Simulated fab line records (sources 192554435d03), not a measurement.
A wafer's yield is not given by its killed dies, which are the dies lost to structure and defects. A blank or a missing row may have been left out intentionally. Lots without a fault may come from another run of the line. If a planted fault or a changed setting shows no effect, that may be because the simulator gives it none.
Split-lot experiment -- flow n5_finfet -- 21 wafers read across 7 lots, on a route 1938 steps long

ON THE SPLIT
At N5_BEOL_M3_ETCH_70 (etches SOC in N2/H2, target depth 80 nm, overetch 16 nm, time 120 s), the setting bias_w was moved away from the recipe's 150 W on 4 of the 21 wafers read, by -12.1% to -7.4%. For the rest of the wafers, this setting stayed at what the recipe calls for.

Reading taken at the split's own step.

THE READING
rf_vpp_V, in V, at N5_BEOL_M3_ETCH_70 (etches SOC in N2/H2, target depth 80 nm, overetch 16 nm, time 120 s). A value of 523.6 V with a standard deviation of 2.3 V is what fault-free wafers of this fab line usually give.

wafer,"tool, chamber at the split","bias_w as run, W",against the recipe,"rf_vpp_V, V",against lot-mates on the recipe
L077.1,"rie_diel-04, 3",136.9,-8.7%,493.0,-29.8
L077.2,"rie_diel-04, 0",150,recipe,523.3,-
L077.6,"rie_diel-04, 1",150,recipe,522.4,-
L081.2,"rie_diel-01, 1",150,recipe,525.4,-
L081.4,"rie_diel-01, 3",150,recipe,521.5,-
L081.5,"rie_diel-01, 2",150,recipe,524.3,-
L083.4,"rie_diel-05, 1",150,recipe,527.8,-
L083.5,"rie_diel-05, 3",150,recipe,520.1,-
L083.6,"rie_diel-05, 2",150,recipe,519.5,-
L084.1,"rie_diel-01, 0",150,recipe,524.5,-
L084.4,"rie_diel-01, 0",150,recipe,525.6,-
L084.6,"rie_diel-01, 1",150,recipe,526.2,-
L088.1,"rie_diel-05, 3",150,recipe,523.4,-
L088.2,"rie_diel-05, 2",150,recipe,520.1,-
L088.5,"rie_diel-05, 3",138.9,-7.4%,496.3,-25.4
L090.2,"rie_diel-04, 2",131.9,-12.1%,481.6,-39.3
L090.3,"rie_diel-04, 1",150,recipe,520.9,-
L090.6,"rie_diel-04, 1",131.9,-12.1%,482.1,-38.8
L092.1,"rie_diel-01, 1",150,recipe,525.6,-
L092.4,"rie_diel-01, 2",150,recipe,524.2,-
L092.5,"rie_diel-01, 0",150,recipe,525.0,-

THE FIT
A straight line over all 21 wafers: rf_vpp_V changes by +3.49 V for each +1% of bias_w; r = +0.99; the points scatter about the line by 2.2 V.
The same after taking each lot's own level away (the mean of its wafers on the recipe; 21 wafers): +3.29 V for each +1%; r = +0.99; scatter 1.8 V.
Per that fit: largest bias_w move, reading shift of 40 V.
From 520.90 to 525.43 V: that is the span of the lots' own levels, equal to 2.0 times the standard deviation above.
Consequently the slope shifts little with the lot-to-lot level, the two slopes agreeing.
Check: with one of the wafers moved furthest among these (-12.1%) left out of the fit, the line predicts -40 V for it against its lot-mates. It came out at -39.3 V against them.
Tool readings at the split's step, against how far the setting was moved: rf_vpp_V r = +0.99.

OTHER SPLITS ON THESE WAFERS
These wafers also went through other splits before the reading. Each is held against what the fit with the lots' levels taken away leaves over:
other split on the same wafers,wafers away from the commonest value,r with rf_vpp_V (lot level and that fit taken away)
N5_BEOL_M1_TRENCH_ETCH_37 time_s,10,-0.13
N5_BEOL_M2_ETCH_64 time_s,9,+0.03
N5_BEOL_M2_COAT_76 spin_rpm,5,-0.10

THE WHOLE CHAIN: every reading that the file lists as answering this split, in the file's order
step,what it does,reading,change (the file's fit),r (the file's)
N5_BEOL_M3_ETCH_70,"etches SOC in N2/H2, target depth 80 nm, overetch 16 nm, time 120 s",rf_vpp_V,+3.33 V for each +1% of the setting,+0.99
N5_BEOL_M3_ETCH_70,"etches SOC in N2/H2, target depth 80 nm, overetch 16 nm, time 120 s","SiARC_of_BEOL_M3_COAT_68.thk_nm (the simulator's own value, which no gauge read)",-0.0742 nm for each +1% of the setting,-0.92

THE FILE'S OWN FIT
rf_vpp_V changes by +3.33 V for each +1% of bias_w, r = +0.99.
